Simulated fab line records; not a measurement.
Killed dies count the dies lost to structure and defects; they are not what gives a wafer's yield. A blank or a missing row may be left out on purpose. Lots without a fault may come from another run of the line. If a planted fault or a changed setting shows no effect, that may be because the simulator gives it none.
Split-lot experiment || flow n5-finfet || 7 lots, 39 wafers read, on a route of 1938 steps

SPLIT DETAILS
At N5_BEOL_M13_ILD_DEP_00 (deposits SiOC from DEMS/O2, target thk 837.92 nm, time 166.4 s), the setting target-thk-a was moved away from the recipe's 8379.2 angstrom on 9 of the 39 wafers read, by -38.8% to +35.0%. This setting was run at the recipe's value on the other wafers.

Between the split and the reading, the file records no step.

THE READING
M13_ILD_THK in nanometres, read at N5_BEOL_M13_THK_MEAS_01. A value of 837 nm with a standard deviation of 10 nm is what fault-free wafers of this fab line usually give.

{"wafer": "L075.1", "tool, chamber at the split": "pecvd-04, 1", "target-thk-a as run, angstrom": 8379.2, "against the recipe": "recipe", "M13_ILD_THK, nm": 827, "against lot-mates on the recipe": "-"}
{"wafer": "L075.2", "tool, chamber at the split": "pecvd-04, 0", "target-thk-a as run, angstrom": 8379.2, "against the recipe": "recipe", "M13_ILD_THK, nm": 824, "against lot-mates on the recipe": "-"}
{"wafer": "L075.3", "tool, chamber at the split": "pecvd-04, 2", "target-thk-a as run, angstrom": 8379.2, "against the recipe": "recipe", "M13_ILD_THK, nm": 831, "against lot-mates on the recipe": "-"}
{"wafer": "L075.4", "tool, chamber at the split": "pecvd-04, 0", "target-thk-a as run, angstrom": 8379.2, "against the recipe": "recipe", "M13_ILD_THK, nm": 848, "against lot-mates on the recipe": "-"}
{"wafer": "L075.5", "tool, chamber at the split": "pecvd-04, 1", "target-thk-a as run, angstrom": 8379.2, "against the recipe": "recipe", "M13_ILD_THK, nm": 840, "against lot-mates on the recipe": "-"}
{"wafer": "L075.6", "tool, chamber at the split": "pecvd-04, 2", "target-thk-a as run, angstrom": 8379.2, "against the recipe": "recipe", "M13_ILD_THK, nm": 837, "against lot-mates on the recipe": "-"}
{"wafer": "L076.1", "tool, chamber at the split": "pecvd-02, 1", "target-thk-a as run, angstrom": 8379.2, "against the recipe": "recipe", "M13_ILD_THK, nm": 838, "against lot-mates on the recipe": "-"}
{"wafer": "L076.2", "tool, chamber at the split": "pecvd-02, 0", "target-thk-a as run, angstrom": 8379.2, "against the recipe": "recipe", "M13_ILD_THK, nm": 833, "against lot-mates on the recipe": "-"}
{"wafer": "L076.3", "tool, chamber at the split": "pecvd-02, 2", "target-thk-a as run, angstrom": 8379.2, "against the recipe": "recipe", "M13_ILD_THK, nm": 845, "against lot-mates on the recipe": "-"}
{"wafer": "L076.4", "tool, chamber at the split": "pecvd-02, 2", "target-thk-a as run, angstrom": 8379.2, "against the recipe": "recipe", "M13_ILD_THK, nm": 862, "against lot-mates on the recipe": "-"}
{"wafer": "L076.5", "tool, chamber at the split": "pecvd-02, 1", "target-thk-a as run, angstrom": 8379.2, "against the recipe": "recipe", "M13_ILD_THK, nm": 853, "against lot-mates on the recipe": "-"}
{"wafer": "L076.6", "tool, chamber at the split": "pecvd-02, 0", "target-thk-a as run, angstrom": 8379.2, "against the recipe": "recipe", "M13_ILD_THK, nm": 847, "against lot-mates on the recipe": "-"}
{"wafer": "L080.1", "tool, chamber at the split": "pecvd-04, 0", "target-thk-a as run, angstrom": 11310, "against the recipe": "+35.0%", "M13_ILD_THK, nm": 1126, "against lot-mates on the recipe": "+280"}
{"wafer": "L080.2", "tool, chamber at the split": "pecvd-04, 2", "target-thk-a as run, angstrom": 11310, "against the recipe": "+35.0%", "M13_ILD_THK, nm": 1129, "against lot-mates on the recipe": "+283"}
{"wafer": "L080.3", "tool, chamber at the split": "pecvd-04, 1", "target-thk-a as run, angstrom": 8379.2, "against the recipe": "recipe", "M13_ILD_THK, nm": 828, "against lot-mates on the recipe": "-"}
{"wafer": "L080.4", "tool, chamber at the split": "pecvd-04, 2", "target-thk-a as run, angstrom": 8379.2, "against the recipe": "recipe", "M13_ILD_THK, nm": 857, "against lot-mates on the recipe": "-"}
{"wafer": "L080.5", "tool, chamber at the split": "pecvd-04, 0", "target-thk-a as run, angstrom": 11310, "against the recipe": "+35.0%", "M13_ILD_THK, nm": 1146, "against lot-mates on the recipe": "+300"}
{"wafer": "L080.6", "tool, chamber at the split": "pecvd-04, 1", "target-thk-a as run, angstrom": 8379.2, "against the recipe": "recipe", "M13_ILD_THK, nm": 852, "against lot-mates on the recipe": "-"}
{"wafer": "L078.1", "tool, chamber at the split": "pecvd-04, 1", "target-thk-a as run, angstrom": 8379.2, "against the recipe": "recipe", "M13_ILD_THK, nm": 825, "against lot-mates on the recipe": "-"}
{"wafer": "L078.2", "tool, chamber at the split": "pecvd-04, 0", "target-thk-a as run, angstrom": 5124, "against the recipe": "-38.8%", "M13_ILD_THK, nm": 500, "against lot-mates on the recipe": -335}
{"wafer": "L078.3", "tool, chamber at the split": "pecvd-04, 2", "target-thk-a as run, angstrom": 5124, "against the recipe": "-38.8%", "M13_ILD_THK, nm": 505, "against lot-mates on the recipe": -330}
{"wafer": "L078.4", "tool, chamber at the split": "pecvd-04, 1", "target-thk-a as run, angstrom": 8379.2, "against the recipe": "recipe", "M13_ILD_THK, nm": 843, "against lot-mates on the recipe": "-"}
{"wafer": "L078.5", "tool, chamber at the split": "pecvd-04, 2", "target-thk-a as run, angstrom": 5124, "against the recipe": "-38.8%", "M13_ILD_THK, nm": 516, "against lot-mates on the recipe": -319}
{"wafer": "L078.6", "tool, chamber at the split": "pecvd-04, 0", "target-thk-a as run, angstrom": 8379.2, "against the recipe": "recipe", "M13_ILD_THK, nm": 837, "against lot-mates on the recipe": "-"}
{"wafer": "L084.1", "tool, chamber at the split": "pecvd-02, 2", "target-thk-a as run, angstrom": 8379.2, "against the recipe": "recipe", "M13_ILD_THK, nm": 835, "against lot-mates on the recipe": "-"}
{"wafer": "L084.2", "tool, chamber at the split": "pecvd-02, 0", "target-thk-a as run, angstrom": 8379.2, "against the recipe": "recipe", "M13_ILD_THK, nm": 829, "against lot-mates on the recipe": "-"}
{"wafer": "L084.3", "tool, chamber at the split": "pecvd-02, 0", "target-thk-a as run, angstrom": 8379.2, "against the recipe": "recipe", "M13_ILD_THK, nm": 833, "against lot-mates on the recipe": "-"}
{"wafer": "L084.4", "tool, chamber at the split": "pecvd-02, 2", "target-thk-a as run, angstrom": 8379.2, "against the recipe": "recipe", "M13_ILD_THK, nm": 837, "against lot-mates on the recipe": "-"}
{"wafer": "L084.5", "tool, chamber at the split": "pecvd-02, 0,2", "target-thk-a as run, angstrom": 8379.2, "against the recipe": "recipe", "M13_ILD_THK, nm": 834, "against lot-mates on the recipe": "-"}
{"wafer": "L084.6", "tool, chamber at the split": "pecvd-02, 0,2", "target-thk-a as run, angstrom": 8379.2, "against the recipe": "recipe", "M13_ILD_THK, nm": 834, "against lot-mates on the recipe": "-"}
{"wafer": "L094.1", "tool, chamber at the split": "pecvd-02, 2", "target-thk-a as run, angstrom": 8379.2, "against the recipe": "recipe", "M13_ILD_THK, nm": 819, "against lot-mates on the recipe": "-"}
{"wafer": "L094.3", "tool, chamber at the split": "pecvd-02, 1", "target-thk-a as run, angstrom": 8379.2, "against the recipe": "recipe", "M13_ILD_THK, nm": 821, "against lot-mates on the recipe": "-"}
{"wafer": "L094.5", "tool, chamber at the split": "pecvd-02, 0", "target-thk-a as run, angstrom": 8379.2, "against the recipe": "recipe", "M13_ILD_THK, nm": 841, "against lot-mates on the recipe": "-"}
{"wafer": "L092.1", "tool, chamber at the split": "pecvd-03, 2", "target-thk-a as run, angstrom": 6032, "against the recipe": "-28.0%", "M13_ILD_THK, nm": 598, "against lot-mates on the recipe": -248}
{"wafer": "L092.2", "tool, chamber at the split": "pecvd-03, 0", "target-thk-a as run, angstrom": 6032, "against the recipe": "-28.0%", "M13_ILD_THK, nm": 605, "against lot-mates on the recipe": -241}
{"wafer": "L092.3", "tool, chamber at the split": "pecvd-03, 1", "target-thk-a as run, angstrom": 8379.2, "against the recipe": "recipe", "M13_ILD_THK, nm": 833, "against lot-mates on the recipe": "-"}
{"wafer": "L092.4", "tool, chamber at the split": "pecvd-03, 2", "target-thk-a as run, angstrom": 8379.2, "against the recipe": "recipe", "M13_ILD_THK, nm": 851, "against lot-mates on the recipe": "-"}
{"wafer": "L092.5", "tool, chamber at the split": "pecvd-03, 0", "target-thk-a as run, angstrom": 6032, "against the recipe": "-28.0%", "M13_ILD_THK, nm": 616, "against lot-mates on the recipe": -230}
{"wafer": "L092.6", "tool, chamber at the split": "pecvd-03, 1", "target-thk-a as run, angstrom": 8379.2, "against the recipe": "recipe", "M13_ILD_THK, nm": 853, "against lot-mates on the recipe": "-"}
Rows listing several chambers each stand for several wafers; the file does not say which wafer went through which chamber.

FIT RESULTS
A straight line over all 39 wafers: M13_ILD_THK changes by +8.44 nm for each +1% of target-thk-a; r = +1.00; the points scatter about the line by 11 nm.
The same after taking each lot's own level away (the mean of its wafers on the recipe; 39 wafers): +8.38 nm for each +1%; r = +1.00; scatter 8.7 nm.
That fit puts the effect of the largest move of target-thk-a on the reading at 3.3e+02 nm.
From 827.0 to 846.3 nm: that is the span of the lots' own levels, equal to 1.9 times the standard deviation above.
Hence the lot-to-lot level has little effect on the slope; both slopes agree.
Check: with one of the wafers moved furthest among these (-38.8%) left out of the fit, the line predicts -325 nm for it against its lot-mates. Against them it came out at -335 nm.

ADDITIONAL SPLITS CARRIED BY THESE WAFERS
These wafers also went through other splits before the reading. Each is held against what the fit with the lots' levels taken away leaves over:
{"other split on the same wafers": "N5_BEOL_M12_ETCH_68 target-depth-a", "wafers away from the commonest value": 15, "r with M13_ILD_THK (lot level and that fit taken away)": -0.13}

THE WHOLE CHAIN: every reading that the file lists as answering this split, in the file's order
{"step": "N5_BEOL_M13_ILD_DEP_00", "what it does": "deposits SiOC from DEMS/O2, target thk 837.92 nm, time 166.4 s", "reading": "SiOC_of_BEOL_M13_ILD_DEP_00.thk-nm (the simulator's own value, which no gauge read)", "change (the file's fit)": "+8.4 nm for each +1% of the setting", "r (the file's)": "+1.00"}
{"step": "N5_BEOL_M13_THK_MEAS_01", "what it does": "", "reading": "M13_ILD_THK", "change (the file's fit)": "+8.39 for each +1% of the setting", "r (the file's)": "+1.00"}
{"step": "N5_BEOL_M13_VIA_ETCH_16", "what it does": "etches SiOC in C4F8/O2/Ar, target depth 921.7 nm", "reading": "etch.depth-nm (the simulator's own value, which no gauge read)", "change (the file's fit)": "+8.4 nm for each +1% of the setting", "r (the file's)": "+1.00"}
{"step": "N5_BEOL_M13_VIA_ETCH_16", "what it does": "etches SiOC in C4F8/O2/Ar, target depth 921.7 nm", "reading": "coat_of_BEOL_M13_COAT_04.thk-nm (the simulator's own value, which no gauge read)", "change (the file's fit)": "-2.28 nm for each +1% of the setting", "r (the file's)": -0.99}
{"step": "N5_BEOL_M13_STRIP_63", "what it does": "strips in N2/H2", "reading": "strip-time-to-endpoint-s", "change (the file's fit)": "not straight: withheld at the lowest setting, withheld at the recipe, withheld at the highest", "r (the file's)": "not given"}

THE FILE'S OWN FIT
M13_ILD_THK changes by +8.39 nm for each +1% of target-thk-a, r = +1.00.
